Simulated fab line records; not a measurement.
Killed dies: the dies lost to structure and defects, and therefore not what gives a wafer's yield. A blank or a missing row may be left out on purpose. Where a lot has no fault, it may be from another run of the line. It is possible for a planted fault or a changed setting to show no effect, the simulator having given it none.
fab line records    flow n5_finfet
record: lots: 6  wafers: 16  last_day: 18
route steps=1938 shown PMOS_HMC_CHANNEL_EPI@87 FIN_SAQP@90
lots untouched by any fault: they come from a run of this same line in which no faults occurred
start_h: start of the lot's first displayed wafer, in hours after the record's first day    wait_h: hours elapsed since this lot's preceding step    " unchanged from the row above    L1.1+2: a row that stands for several wafers    - no value present, or no start provided    * or withheld: withheld    < > ~ a bound
route shown NAME@n: NAME is a module with steps in the file, n the number in the route of the first one    usual: mean and standard deviation over wafers with no fault    same: alike in all rows    chamber/n: place in a boat    sites: per-site readings    _std_site: how widely they spread, as a standard deviation    _edge_site: outer sites' mean less inner sites'    radius_mm: for every site, how far away it sits from the centre of the wafer    mask NAME#n: copy n    behind: the last tool/chamber to shape the wafer    hold: why the lot was held/for how many hours/how that ended    device: the transistor (n, p or np) that didn't switch    end of line: at the end of the route, the tests of the same wafers    step lacking rows: just its recipe    killed: at the first sort, the dies lost to defects and structure; wafer yield is something else    map: a wafer's dies, x killed, . not, _ none there
set.NAME: the run value of the setting; set.NAME@STEP: its run value at that earlier step    model.NAME: the simulator's own value behind a step, which no gauge read
lots at selected steps of the route; one table per step, one row per wafer
services: from which hour (start_h, from the record's first day; less than 0 if before it) a tool's chamber was out of use, for how many hours, and why
== steps ==
step: N5_PMOS_HMC_CHANNEL_EPI_EPI_26
recipe: material: Si  target_thk_a: 38  temp_c: 650  precursor: SiH4/H2  pressure_torr: 20  time_s: 22.7
step: N5_PMOS_HMC_CHANNEL_EPI_INSPECT_30
recipe: inspect_instrument: darkfield  mode: post_epi
usual: raw_defect_count: 17/6
lot.wafer  tool               chamber  start_h  wait_h  raw_defect_count
L189.2     defect_inspect-02  -        50.64    0.0     31
L189.4     "                  -        "        "       14
L189.5     "                  -        "        "       21
L193.1     defect_inspect-02  -        74.23    0.0     22
L193.3     "                  -        "        "       20
L193.4     "                  -        "        "       13
L197.3     defect_inspect-01  -        98.09    0.0     14
L197.4     "                  -        "        "       14
L202.4     defect_inspect-02  -        128.70   0.0     5
L202.5     "                  -        "        "       9
L205.1     defect_inspect-01  -        146.89   0.0     11
L205.5     "                  -        "        "       27
L205.6     "                  -        "        "       31
L206.1     defect_inspect-01  -        152.64   0.0     25
L206.3     "                  -        "        "       14
L206.5     "                  -        "        "       16
step: N5_FIN_SAQP_PRECLEAN_42
recipe: chemistry: O3/DIW  time_s: 60  temp_c: 22  o3_ppm: 10
step: N5_FIN_SAQP_PRECLEAN_00
recipe: chemistry: SC1  time_s: 60  temp_c: 55  mix: 1:2:50
step: N5_FIN_SAQP_PRECLEAN_44
recipe: chemistry: SC2  time_s: 45  temp_c: 35  mix: 1:1:50
step: N5_FIN_SAQP_SRD_01
recipe: dry: ipa_marangoni  time_s: 30  temp_c: 23  rinse_liquid: diw
step: N5_FIN_SAQP_ALD_61
recipe: material: SiO2  target_thk_a: 40  temp_c: 300  ald_precursor_family: BDEAS  ald_co_reactant: O2-plasma  pulse_time_s: 1  purge_time_s: 2  co_reactant_purge_time_s: 2  ald_cycles: 43  pressure_torr: 2
step: N5_FIN_SAQP_DENSIFY_62
recipe: temp_c: 700  time_s: 60  ambient: N2  idle_temp_c: 600  ramp_up_c_per_s: 150  ramp_down_c_per_s: 60  cool_to_c: 600
usual: lamp_power_pct: 9.85/0.054  wafer_temp_C_max: 703.3/0.65
lot.wafer  tool           chamber  start_h  wait_h  lamp_power_pct  wafer_temp_C_max
L189.2     rtp_anneal-01  0        52.09    0.2     9.94            702.8
L189.4     "              0        "        "       9.85            702.5
L189.5     "              0        "        "       9.84            704.6
L193.1     rtp_anneal-01  0        74.60    0.2     9.96            704.3
L193.3     "              0        "        "       9.83            703.3
L193.4     "              0        "        "       9.86            702.9
L197.3     rtp_anneal-01  0        98.48    0.2     9.86            703.7
L197.4     "              0        "        "       9.78            702.6
L202.4     rtp_anneal-01  0        129.42   0.4     9.75            703.4
L202.5     "              0        "        "       9.90            703.1
L205.1     rtp_anneal-01  0        147.23   0.1     9.84            702.9
L205.5     "              0        "        "       10.02           703.2
L205.6     "              0        "        "       9.82            702.4
L206.1     rtp_anneal-01  0        153.08   0.2     9.82            702.6
L206.3     "              0        "        "       9.89            703.5
L206.5     "              0        "        "       9.88            703.6
step: N5_FIN_SAQP_HM_DEP_03
recipe: material: SiNx  target_thk_a: 380  temp_c: 400  precursor: SiH4/NH3/N2  pressure_torr: 1.5  rf_w: 300  time_s: 33.6
step: N5_FIN_SAQP_THK_MEAS_05
usual: thk_nm: 38.1/0.59
lot.wafer  tool           chamber  start_h  wait_h  thk_nm
L189.2     film_metro-01  -        52.36    0.1     37.6
L189.4     "              -        "        "       38.0
L189.5     "              -        "        "       37.9
L193.1     film_metro-02  -        74.93    0.1     39.0
L193.3     "              -        "        "       39.0
L193.4     "              -        "        "       39.6
L197.3     film_metro-01  -        98.75    0.1     37.6
L197.4     "              -        "        "       38.9
L202.4     film_metro-01  -        129.63   0.0     38.7
L202.5     "              -        "        "       38.4
L205.1     film_metro-01  -        147.53   0.1     38.1
L205.5     "              -        "        "       38.3
L205.6     "              -        "        "       38.1
L206.1     film_metro-01  -        153.38   0.1     37.3
L206.3     "              -        "        "       37.2
L206.5     "              -        "        "       37.8
step: N5_FIN_SAQP_PECVD_47
recipe: material: a-Si  target_thk_a: 450  temp_c: 400  precursor: SiH4/He  pressure_torr: 3  rf_w: 100  time_s: 36.3
usual: heater_power_w: 853/95  showerhead_plenum_p_Torr: 5.70/0.065  throttle_valve_pct: 17.8/1.1
lot.wafer  tool      chamber  start_h  wait_h  heater_power_w  showerhead_plenum_p_Torr  throttle_valve_pct
L189.2     pecvd-03  0        52.40    0.0     995             5.75                      16.9
L189.4     "         1        "        "       716             5.72                      17.6
L189.5     "         0        "        "       1065            5.77                      16.6
L193.1     pecvd-01  1        74.97    0.0     889             5.72                      20.8
L193.3     "         2        "        "       872             5.80                      16.7
L193.4     "         2        "        "       901             5.79                      17.1
L197.3     pecvd-01  2        98.78    0.0     822             5.80                      17.0
L197.4     "         2        "        "       845             5.78                      16.7
L202.4     pecvd-01  1        129.68   0.1     923             5.71                      20.7
L202.5     "         0        "        "       772             5.66                      18.1
L205.1     pecvd-03  1        147.56   0.0     843             5.70                      17.7
L205.5     "         0        "        "       896             5.75                      17.1
L205.6     "         1        "        "       843             5.71                      17.7
L206.1     pecvd-03  0        153.42   0.0     927             5.75                      17.4
L206.3     "         1        "        "       750             5.70                      17.6
L206.5     "         2        "        "       860             5.78                      17.3
step: N5_FIN_SAQP_PECVD_48
recipe: material: SiNx  target_thk_a: 250  temp_c: 400  precursor: SiH4/NH3/N2  pressure_torr: 1.5  rf_w: 300  time_s: 22.1
usual: heater_power_w: 771/77  showerhead_plenum_p_Torr: 5.19/0.089  throttle_valve_pct: 39.1/2.3
lot.wafer  tool      chamber  start_h  wait_h  heater_power_w  showerhead_plenum_p_Torr  throttle_valve_pct  model.SiNx_of_FIN_SAQP_PECVD_48.thk_nm
L189.2     pecvd-03  0        52.44    0.0     788             5.26                      37.3                24.74
L189.4     "         1        "        "       791             5.19                      38.5                25.08
L189.5     "         0        "        "       804             5.25                      37.1                25.37
L193.1     pecvd-01  1        75.01    0.0     804             5.21                      45.5                25.11
L193.3     "         2        "        "       698             5.32                      37.0                24.96
L193.4     "         2        "        "       724             5.31                      36.9                25.55
L197.3     pecvd-01  2        98.82    0.0     816             5.31                      37.3                24.31
L197.4     "         2        "        "       815             5.31                      37.0                10.17
L202.4     pecvd-01  1        129.73   0.0     868             5.20                      45.8                10.65
L202.5     "         0        "        "       778             5.14                      39.5                25.39
L205.1     pecvd-03  1        147.61   0.0     749             5.19                      38.6                24.46
L205.5     "         0        "        "       947             5.26                      37.7                24.92
L205.6     "         1        "        "       772             5.20                      39.1                24.69
L206.1     pecvd-03  0        153.46   0.0     942             5.27                      37.6                24.89
L206.3     "         1        "        "       739             5.17                      38.7                24.81
L206.5     "         2        "        "       786             5.28                      37.9                25.53
step: N5_FIN_SAQP_PECVD_06
recipe: material: a-Si  target_thk_a: 600  temp_c: 400  precursor: SiH4/He  pressure_torr: 3  rf_w: 100  time_s: 48.1
step: N5_FIN_SAQP_THK_MEAS_07
usual: thk_nm: 60.1/0.73
lot.wafer  tool           chamber  start_h  wait_h  thk_nm
L189.2     film_metro-02  -        52.57    0.1     58.9
L189.4     "              -        "        "       60.4
L189.5     "              -        "        "       60.6
L193.1     film_metro-02  -        75.14    0.1     60.4
L193.3     "              -        "        "       59.9
L193.4     "              -        "        "       60.1
L197.3     film_metro-01  -        98.95    0.1     60.1
L197.4     "              -        "        "       60.1
L202.4     film_metro-01  -        129.84   0.0     61.5
L202.5     "              -        "        "       60.1
L205.1     film_metro-01  -        147.73   0.1     60.0
L205.5     "              -        "        "       60.8
L205.6     "              -        "        "       60.8
L206.1     film_metro-02  -        153.59   0.1     60.7
L206.3     "              -        "        "       59.6
L206.5     "              -        "        "       61.3
step: N5_FIN_SAQP_HM_DEP_72
recipe: material: SiO2  target_thk_a: 120  temp_c: 400  precursor: SiH4/N2O  pressure_torr: 0.75  rf_w: 275  time_s: 7.2
step: N5_FIN_SAQP_COAT_49
recipe: resist: SOC  temp_c: 250  time_s: 60  spin_rpm: 1500  resist_thk_nm: 100
step: N5_FIN_SAQP_COAT_50
recipe: resist: SiARC  temp_c: 220  time_s: 60  spin_rpm: 1500  resist_thk_nm: 35
step: N5_FIN_SAQP_COAT_10
recipe: resist: CAR-ArF  spin_rpm: 1500  resist_thk_nm: 90
step: N5_FIN_SAQP_EBR_12
recipe: solvent: PGMEA  ebr_width_mm: 1.5
step: N5_FIN_SAQP_SOFTBAKE_11
recipe: temp_c: 110  time_s: 60  resist: CAR-ArF
step: N5_FIN_SAQP_EXPOSE_13
recipe: mask_id: FIN_CORE  na: 1.35  source_shape: dipole  sigma_inner: 0.538  sigma_outer: 0.738  polarization: te  target_cd_nm: 35.6  dose_mj: 63.25
step: N5_FIN_SAQP_PEB_14
recipe: peb_temp_c: withheld  peb_time_s: 60  resist: CAR-ArF
step: N5_FIN_SAQP_DEVELOP_15
recipe: develop_time_s: 30  developer: TMAH  resist: CAR-ArF  dev_temp_c: 23  rinse_liquid: diw  dry: air_spin
step: N5_FIN_SAQP_CD_MEAS_16
recipe: target_cd_nm: 35.6  landing_energy_ev: 500  detector: se_inlens
usual: cd_nm: 35.63/0.29
same: landing_energy_ev: 500
lot.wafer  tool       chamber  start_h  wait_h  cd_nm
L189.2     cd_sem-03  0        53.05    -       35.48
L189.4     "          0        "        "       35.58
L189.5     "          0        "        "       35.01
L193.1     cd_sem-03  0        75.64    -       35.23
L193.3     "          0        "        "       34.96
L193.4     "          0        "        "       35.37
L197.3     cd_sem-03  0        99.45    -       35.95
L197.4     "          0        "        "       35.79
L202.4     cd_sem-02  0        130.33   -       35.72
L202.5     "          0        "        "       35.46
L205.1     cd_sem-03  0        148.22   -       36.06
L205.5     "          0        "        "       35.84
L205.6     "          0        "        "       35.64
L206.1     cd_sem-01  0        154.07   -       35.76
L206.3     "          0        "        "       35.75
L206.5     "          0        "        "       35.02
step: N5_FIN_SAQP_OVL_MEAS_17
recipe: points_per_wafer: 44
usual: FIN_CORE_OVL: -0.4/0.93
lot.wafer  tool        chamber  start_h  wait_h  FIN_CORE_OVL[nm]
L189.2     overlay-02  0        53.10    0.0     -0.2
L189.4     "           0        "        "       -0.5
L189.5     "           0        "        "       -0.6
L193.1     overlay-02  0        75.68    0.0     -0.6
L193.3     "           0        "        "       -1.0
L193.4     "           0        "        "       -1.2
L197.3     overlay-02  0        99.48    0.0     -0.8
L197.4     "           0        "        "       -0.2
L202.4     overlay-01  0        130.36   0.0     -1.0
L202.5     "           0        "        "       -0.2
L205.1     overlay-01  0        148.26   0.0     -0.6
L205.5     "           0        "        "       -0.4
L205.6     "           0        "        "       -0.7
L206.1     overlay-02  0        154.11   0.0     -0.3
L206.3     "           0        "        "       -0.7
L206.5     "           0        "        "       -1.5
step: N5_FIN_SAQP_INSPECT_18
recipe: mode: adi  inspect_instrument: brightfield
usual: raw_defect_count: 364/100
lot.wafer  tool               chamber  start_h  wait_h  raw_defect_count
L189.2     defect_inspect-01  -        53.12    0.0     331
L189.4     "                  -        "        "       389
L189.5     "                  -        "        "       243
L193.1     defect_inspect-02  -        75.71    0.0     241
L193.3     "                  -        "        "       330
L193.4     "                  -        "        "       248
L197.3     defect_inspect-02  -        99.50    0.0     448
L197.4     "                  -        "        "       428
L202.4     defect_inspect-02  -        130.38   0.0     247
L202.5     "                  -        "        "       230
L205.1     defect_inspect-01  -        148.28   0.0     307
L205.5     "                  -        "        "       335
L205.6     "                  -        "        "       339
L206.1     defect_inspect-02  -        154.14   0.0     373
L206.3     "                  -        "        "       304
L206.5     "                  -        "        "       463
step: N5_FIN_SAQP_DESCUM_21
recipe: chemistry: O2  time_s: 7.9  source_power_w: 50  bias_power_w: 20  pressure_mtorr: 20  rf_frequency_hz: 2.712e+07  temp_c: 40  resist: CAR-ArF  o2_flow_sccm: 225
step: N5_FIN_SAQP_ETCH_51
recipe: chemistry: CF4  target: SiARC  target_depth_a: 455  mask_material: CAR-ArF  time_s: 75.8  ion_energy_ev: 80  pressure_mtorr: 40  source_w: 545  bias_w: 36  Ar_flow_sccm: 100  cf4_flow_sccm: 100  ends: cleared
step: N5_FIN_SAQP_ETCH_52
recipe: chemistry: N2/H2  target: SOC  target_depth_a: 1000  overetch_a: 200  mask_material: SiARC  temp_c: 40  time_s: 150  ion_energy_ev: 200  pressure_mtorr: 30  source_w: 840  bias_w: 150  n2_flow_sccm: 200  h2_flow_sccm: 200  ends: end_point
usual: drypump_motor_current_A: 5.9/0.52  h2_flow_sccm: 200.0/0.63  oes_product_au: 0.72/0.08  rf_vpp_V: 522.5/1.4  showerhead_plenum_p_Torr: 2.50/0.048  throttle_valve_pct: 17.8/0.31
lot.wafer  tool         chamber  start_h  wait_h  drypump_motor_current_A  h2_flow_sccm  oes_product_au  rf_hours_counter_h  rf_vpp_V  showerhead_plenum_p_Torr  throttle_valve_pct
L189.2     rie_diel-05  2        53.86    0.0     6.6                      199.6         0.66            158                 523.0     2.55                      18.0
L189.4     "            1        "        "       6.4                      199.7         0.87            -                   522.8     2.48                      17.4
L189.5     "            2        "        "       6.6                      199.5         0.67            -                   522.3     2.55                      18.0
L193.1     rie_diel-06  0        75.83    0.0     4.9                      199.3         0.66            172                 520.9     2.44                      18.3
L193.3     "            2        "        "       6.2                      200.6         0.60            258                 522.9     2.50                      18.0
L193.4     "            0        "        "       4.9                      200.1         0.66            -                   520.4     2.44                      18.2
L197.3     rie_diel-06  0        99.86    0.0     4.9                      200.4         0.66            182                 521.5     2.43                      18.3
L197.4     "            0        "        "       4.9                      199.4         0.65            -                   520.1     2.43                      18.3
L202.4     rie_diel-02  1        130.56   0.0     5.5                      199.3         0.81            -                   522.9     2.48                      17.2
L202.5     "            2        "        "       6.2                      198.0         0.72            -                   522.6     2.48                      17.8
L205.1     rie_diel-02  2        148.41   0.0     6.3                      199.7         0.71            80                  521.4     2.47                      17.8
L205.5     "            2        "        "       6.3                      200.3         0.72            -                   521.6     2.47                      17.8
L205.6     "            3        "        "       6.0                      200.3         0.63            -                   523.8     2.53                      18.2
L206.1     rie_diel-05  3        154.35   0.0     4.9                      200.8         0.77            31                  522.6     2.47                      17.2
L206.3     "            0        "        "       6.0                      200.3         0.70            121                 521.0     2.47                      17.7
L206.5     "            2        "        "       6.6                      200.3         0.64            -                   522.6     2.53                      18.0
step: N5_FIN_SAQP_STRIP_53
recipe: chemistry: N2/H2  temp_c: 40  n2_flow_sccm: 200  h2_flow_sccm: 200  rf_frequency_hz: 6e+07
step: N5_FIN_SAQP_HM_OPEN_73
recipe: chemistry: CHF3/O2  target: SiO2  stop_on: a-Si  target_depth_a: 120  over_etch_frac: 1.8  mask_material: SOC  time_s: 16.8  pressure_mtorr: 30  source_w: 650  bias_w: 170  Ar_flow_sccm: 200  CHF3_flow_sccm: 50  O2_flow_sccm: 5  ion_energy_ev: 200  ends: end_point
step: N5_FIN_SAQP_STRIP_74
recipe: chemistry: CHF3/O2  resist: SiARC  rf_frequency_hz: 6e+07
step: N5_FIN_SAQP_MANDREL_ETCH_22
recipe: target_depth_a: 600  chemistry: HBr/Cl2  target: a-Si  stop_on: SiNx  bt_time_s: 10  over_etch_frac: 0.5  time_s: 30  pressure_mtorr: 10  icp_w: 800  bias_w: 75  HBr_flow_sccm: 150  Cl2_flow_sccm: 80  ends: end_point
step: N5_FIN_SAQP_STRIP_55
recipe: chemistry: N2/H2  power_w: 500  temp_c: 40  pressure_mtorr: 50  rf_frequency_hz: 6e+07  overash_fraction: 0.3  bias_power_w: 28  h2_frac: 0.5  n2_flow_sccm: 300  h2_flow_sccm: 300
step: N5_FIN_SAQP_STRIP_23
recipe: chemistry: SPM  time_s: 750  temp_c: 130  h2so4_h2o2_vol_ratio: 4
step: N5_FIN_SAQP_SRD_66
recipe: dry: ipa_marangoni  time_s: 30  temp_c: 23  rinse_liquid: diw
step: N5_FIN_SAQP_RECESS_75
recipe: chemistry: HF/NH3  target: SiO2  target_depth_a: 144  afs_cycles: 3  temp_c: 30  sublimation_temp_c: 180  sublimation_time_s: 60
step: N5_FIN_SAQP_SPACER1_ALD_24
recipe: material: SiO2  target_thk_a: 203  temp_c: 300  ald_precursor_family: BDEAS  ald_co_reactant: O2-plasma  pulse_time_s: 1  purge_time_s: 2  co_reactant_purge_time_s: 2  ald_cycles: 218  pressure_torr: 2
usual: heater_power_w: 471/44  precursor_pulse_height_rel: 1.001/0.018
lot.wafer  tool        chamber  start_h  wait_h  heater_power_w  precursor_pulse_height_rel
L189.2     ald_sin-04  0        55.01    0.4     422             1.021
L189.4     "           1        "        "       483             1.016
L189.5     "           1        "        "       474             0.997
L193.1     ald_sin-01  3        76.85    0.3     483             1.000
L193.3     "           0        "        "       466             1.010
L193.4     "           1        "        "       452             1.014
L197.3     ald_sin-03  2        101.97   1.2     479             0.974
L197.4     "           1        "        "       427             1.002
L202.4     ald_sin-04  1        131.69   0.1     476             0.992
L202.5     "           0        "        "       431             1.028
L205.1     ald_sin-04  0        149.55   0.3     417             0.990
L205.5     "           3        "        "       505             1.027
L205.6     "           0        "        "       420             0.985
L206.1     ald_sin-01  1        155.45   0.3     457             1.001
L206.3     "           0        "        "       462             0.999
L206.5     "           0        "        "       464             0.977
step: N5_FIN_SAQP_SPACER1_ETCHBACK_25
recipe: chemistry: CHF3/O2  mode: anisotropic_etchback  target: SiO2  target_depth_a: 244  time_s: 12.2  pressure_mtorr: 30  source_w: 650  bias_w: 170  Ar_flow_sccm: 200  CHF3_flow_sccm: 50  O2_flow_sccm: 5  ion_energy_ev: 200
usual: drypump_motor_current_A: 5.9/0.59  oes_product_au: 0.81/0.097  rf_vpp_V: 521/9.4  showerhead_plenum_p_Torr: 2.37/0.045  throttle_valve_pct: 18.82/0.23
lot.wafer  tool         chamber  start_h  wait_h  drypump_motor_current_A  oes_product_au  rf_hours_counter_h  rf_vpp_V  showerhead_plenum_p_Torr  throttle_valve_pct
L189.2     rie_diel-02  0        55.85    0.5     5.0                      0.97            7                   524       2.37                      18.62
L189.4     "            3        "        "       6.0                      0.74            174                 530       2.41                      19.07
L189.5     "            0        "        "       5.0                      0.98            -                   523       2.37                      18.61
L193.1     rie_diel-02  3        77.57    0.4     6.0                      0.73            181                 531       2.40                      19.06
L193.3     "            0        "        "       5.0                      0.94            14                  523       2.36                      18.63
L193.4     "            2        "        "       6.2                      0.84            -                   507       2.37                      18.93
L197.3     rie_diel-05  2        102.69   0.4     6.6                      0.73            176                 536       2.39                      18.88
L197.4     "            1        "        "       6.4                      0.94            24                  528       2.37                      18.73
L202.4     rie_diel-05  3        132.41   0.4     4.9                      0.86            23                  519       2.37                      18.40
L202.5     "            1        "        "       6.4                      0.92            -                   529       2.37                      18.77
L205.1     rie_diel-05  3        150.27   0.4     4.9                      0.85            30                  520       2.37                      18.39
L205.5     "            1        "        "       6.4                      0.91            -                   528       2.37                      18.79
L205.6     "            2        "        "       6.6                      0.72            -                   535       2.38                      18.93
L206.1     rie_diel-06  0        156.17   0.4     4.9                      0.72            202                 512       2.29                      19.32
L206.3     "            2        "        "       6.2                      0.94            16                  508       2.37                      18.77
L206.5     "            0        "        "       4.9                      0.72            -                   511       2.29                      19.33
step: N5_FIN_SAQP_MANDREL1_REMOVE_56
recipe: chemistry: HBr/Cl2/O2  bt_time_s: 10  target: a-Si  stop_on: SiNx  endpoint: OES-SiCl  over_etch_frac: 1  icp_w: 600  bias_w: 22  HBr_flow_sccm: 150  Cl2_flow_sccm: 80  O2_flow_sccm: 5  pressure_mtorr: 10
step: N5_FIN_SAQP_CD_MEAS_27
recipe: target_cd_nm: 20  landing_energy_ev: 1000  detector: se_inlens  polarity: line
usual: cd_nm: 20.31/0.24
same: landing_energy_ev: 1000
lot.wafer  tool       chamber  start_h  wait_h  cd_nm
L189.2     cd_sem-02  0        56.05    0.1     20.10
L189.4     "          0        "        "       20.55
L189.5     "          0        "        "       20.54
L193.1     cd_sem-01  0        77.77    0.1     20.69
L193.3     "          0        "        "       20.40
L193.4     "          0        "        "       20.07
L197.3     cd_sem-02  0        102.90   0.1     20.08
L197.4     "          0        "        "       20.64
L202.4     cd_sem-02  0        132.62   0.1     19.81
L202.5     "          0        "        "       20.11
L205.1     cd_sem-03  0        150.46   0.1     20.52
L205.5     "          0        "        "       20.43
L205.6     "          0        "        "       20.34
L206.1     cd_sem-02  0        156.37   0.1     20.49
L206.3     "          0        "        "       20.32
L206.5     "          0        "        "       20.34
step: N5_FIN_SAQP_ETCH_57
recipe: chemistry: CH3F/O2  target: SiNx  mask_material: SiO2  target_depth_a: 325  time_s: 46.4  pressure_mtorr: 30  source_w: 395  bias_w: 73  Ar_flow_sccm: 150  CH3F_flow_sccm: 30  O2_flow_sccm: 20  ion_energy_ev: 120  ends: cleared
usual: CH3F_flow_sccm: 30.01/0.088  drypump_motor_current_A: 5.8/0.59  etch_rf_on_time_s: 46.0/1  oes_product_au: 0.68/0.081  rf_vpp_V: 295/5.1  showerhead_plenum_p_Torr: 1.97/0.05  throttle_valve_pct: 16.32/0.24
lot.wafer  tool         chamber  start_h  wait_h  CH3F_flow_sccm  drypump_motor_current_A  etch_rf_on_time_s  oes_product_au  rf_hours_counter_h  rf_vpp_V  showerhead_plenum_p_Torr  throttle_valve_pct  model.etch.depth_nm
L189.2     rie_diel-05  0        56.10    0.0     30.08           6.0                      45.0               0.70            89                  291       1.93                      16.09               24.67
L189.4     "            2        "        "       30.10           6.6                      46.0               0.63            -                   304       1.99                      16.33               25.08
L189.5     "            1        "        "       29.93           6.4                      45.9               0.84            -                   300       1.97                      16.13               25.37
L193.1     rie_diel-05  3        77.81    0.0     30.15           4.8                      48.3               0.79            5                   295       1.98                      15.82               25.09
L193.3     "            1        "        "       29.93           6.4                      45.6               0.82            15                  298       1.97                      16.14               24.96
L193.4     "            2        "        "       29.80           6.6                      47.7               0.63            167                 305       1.99                      16.35               25.55
L197.3     rie_diel-06  3        102.97   0.1     29.90           6.5                      46.3               0.64            148                 294       2.09                      16.45               24.25
L197.4     "            3        "        "       29.88           6.5                      19.3               0.64            -                   292       2.09                      16.47               10.17
L202.4     rie_diel-06  3        132.66   0.0     30.16           6.5                      19.8               0.64            159                 293       2.08                      16.51               10.58
L202.5     "            0        "        "       30.13           4.9                      45.7               0.62            -                   291       1.90                      16.74               25.39
L205.1     rie_diel-02  3        150.51   0.0     30.02           6.0                      45.3               0.60            212                 302       1.99                      16.59               24.46
L205.5     "            2        "        "       30.00           6.2                      45.4               0.68            -                   288       1.95                      16.39               24.92
L205.6     "            3        "        "       30.07           5.9                      45.5               0.61            -                   303       1.98                      16.59               24.69
L206.1     rie_diel-06  0        156.46   0.1     30.01           4.9                      44.8               0.61            203                 291       1.90                      16.74               24.6
L206.3     "            3        "        "       30.10           6.5                      46.9               0.63            168                 291       2.08                      16.49               24.66
L206.5     "            3        "        "       30.06           6.5                      48.4               0.63            -                   294       2.08                      16.49               25.53
== services ==
tool         chamber  start_h  hours  kind
rie_diel-02  2        28.12    8.7    repair
ald_sin-04   -        31.69    0.3    repair
ald_sin-03   2        32.14    6.8    repair
rie_diel-02  3        37.87    1.7    repair
rie_diel-05  3        38.24    -      clean
rie_diel-05  3        38.24    -      consumable_replace:focus_ring
rie_diel-05  3        38.24    23.9   scheduled_down
rie_diel-05  3        38.24    23.9   vent_cycle
rie_diel-06  3        55.70    20.6   repair
ald_sin-04   0        58.68    3.3    repair
rie_diel-02  1        74.76    -      clean
rie_diel-02  1        74.76    -      consumable_replace:focus_ring
rie_diel-02  1        74.76    16.1   scheduled_down
rie_diel-06  2        89.66    4.8    repair
pecvd-03     1        98.58    5.5    scheduled_down
ald_sin-04   0        101.13   1.9    repair
pecvd-01     2        103.91   1.8    repair
rie_diel-02  0        126.72   16.1   repair
pecvd-03     -        148.09   0.9    repair
rie_diel-06  1        151.02   -      clean
rie_diel-06  1        151.02   -      consumable_replace:focus_ring
rie_diel-06  1        151.02   -      consumable_replace:showerhead
rie_diel-06  1        151.02   25.5   scheduled_down
rie_diel-06  1        151.02   25.5   vent_cycle
== key ==
first_sign: step: N5_FIN_SAQP_ETCH_57  reading: etch_rf_on_time_s  direction: down  sigmas: 25  usual: *  struck: *
effect none on later readings
model_effect: step: N5_FIN_SAQP_PECVD_48  value: SiNx_of_FIN_SAQP_PECVD_48.thk_nm  without: 25.13  struck: 10.41
model_effect: step: N5_FIN_SAQP_ETCH_57  value: etch.depth_nm  without: 25.1  struck: 10.38
met_at N5_FIN_SAQP_PECVD_48
struck_wafers L197.4,L202.4
tester_left_out L197,L202
onset_between 75.01 98.82
fault: kind: process_parameter_drift  tool: pecvd-01  chamber: -  onset_h: 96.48  steps: N5_FIN_SAQP_PECVD_48  channel: time_s  offset: *  shape: step  end_h: 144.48  scope: struck_wafers_only  acts_in: *  stated: *
tester_left_out: of these lots the tester's yield and bins aren't shown, on N5 and GAA mostly nor the transistor test; their killed dies are dies lost to structure and defects alone, not to doping, threshold or leakage, so they don't give the yield
